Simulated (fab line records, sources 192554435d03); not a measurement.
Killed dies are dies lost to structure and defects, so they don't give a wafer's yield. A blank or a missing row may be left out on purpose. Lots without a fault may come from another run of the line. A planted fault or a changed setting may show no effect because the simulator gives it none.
Chamber matching | flow n5_finfet | N5_HKMG_FIN_DESCUM_53 on rie_diel-02: 4 sister chambers
The step chemistry O2, time 7.9 s. 20 wafers are shown with their chamber, then 10 later ones without.

WAFERS WITH THEIR CHAMBER
wafer  | chamber | drypump_motor_current_A (A) | throttle_valve_pct (%) | showerhead_plenum_p_Torr (Torr)
L074.2 | 2       | 5.5                         | 20.34                  | 2.10
L074.3 | 3       | 5.1                         | 20.26                  | 2.18
L074.4 | 1       | 4.6                         | 20.58                  | 2.12
L075.4 | 2       | 5.5                         | 20.36                  | 2.10
L075.5 | 1       | 4.7                         | 20.59                  | 2.12
L075.6 | 0       | 5.7                         | 20.82                  | 2.17
L078.1 | 0       | 5.7                         | 20.84                  | 2.17
L078.3 | 1       | 4.7                         | 20.60                  | 2.12
L078.4 | 2       | 5.5                         | 20.36                  | 2.10
L083.2 | 0       | 5.6                         | 20.84                  | 2.16
L083.3 | 2       | 5.5                         | 20.37                  | 2.09
L083.6 | 3       | 5.1                         | 20.30                  | 2.17
L084.2 | 1       | 4.7                         | 20.64                  | 2.11
L084.3 | 3       | 5.1                         | 20.28                  | 2.17
L084.4 | 2       | 5.5                         | 20.38                  | 2.09
L085.1 | 2       | 5.5                         | 20.37                  | 2.09
L085.2 | 1       | 4.7                         | 20.63                  | 2.11
L085.3 | 0       | 5.6                         | 20.85                  | 2.16
L086.4 | 1       | 4.7                         | 20.63                  | 2.11
L086.5 | 0       | 5.7                         | 20.85                  | 2.16

SIGNATURES (means of the wafers above)
reading                  | chamber 0 | chamber 1 | chamber 2 | chamber 3 | scatter within a chamber
drypump_motor_current_A  | 5.660     | 4.683     | 5.500     | 5.100     | 0.0356
throttle_valve_pct       | 20.8400   | 20.6117   | 20.3633   | 20.2800   | 0.0184
showerhead_plenum_p_Torr | 2.1640    | 2.1150    | 2.0950    | 2.1733    | 0.00552
Rule: a wafer's distance from a chamber is the root of the sum, over the readings, of the square of ((its reading less the chamber's mean) divided by the reading's scatter). The wafer belongs to the nearest chamber; if the next one is less than 2 further off, it can't be placed. The scatter: the root of (the sum of the squares of (reading less its chamber's mean) over the shown wafers, divided by (wafers less chambers)).

WAFERS WITHOUT THEIR CHAMBER
wafer  | drypump_motor_current_A (A) | throttle_valve_pct (%) | showerhead_plenum_p_Torr (Torr)
L086.6 | 4.6                         | 20.62                  | 2.11
L087.2 | 5.5                         | 20.39                  | 2.09
L087.4 | 4.7                         | 20.64                  | 2.11
L087.5 | 5.5                         | 20.36                  | 2.09
L091.1 | 5.7                         | 20.87                  | 2.16
L091.3 | 4.7                         | 20.64                  | 2.11
L091.6 | 5.5                         | 20.39                  | 2.09
L092.2 | 5.1                         | 20.33                  | 2.16
L092.5 | 5.5                         | 20.39                  | 2.09
L092.6 | 5.1                         | 20.32                  | 2.16

WHICH CHAMBER EACH WENT THROUGH
wafer  | from the rows above | in truth
L086.6 | 1                   | 1
L087.2 | 2                   | 2
L087.4 | 1                   | 1
L087.5 | 2                   | 2
L091.1 | 0                   | 0
L091.3 | 1                   | 1
L091.6 | 2                   | 2
L092.2 | 3                   | 3
L092.5 | 2                   | 2
L092.6 | 3                   | 3
Placed correctly: 10 of 10. Can't be placed from these rows: 0. Placed wrongly: 0.
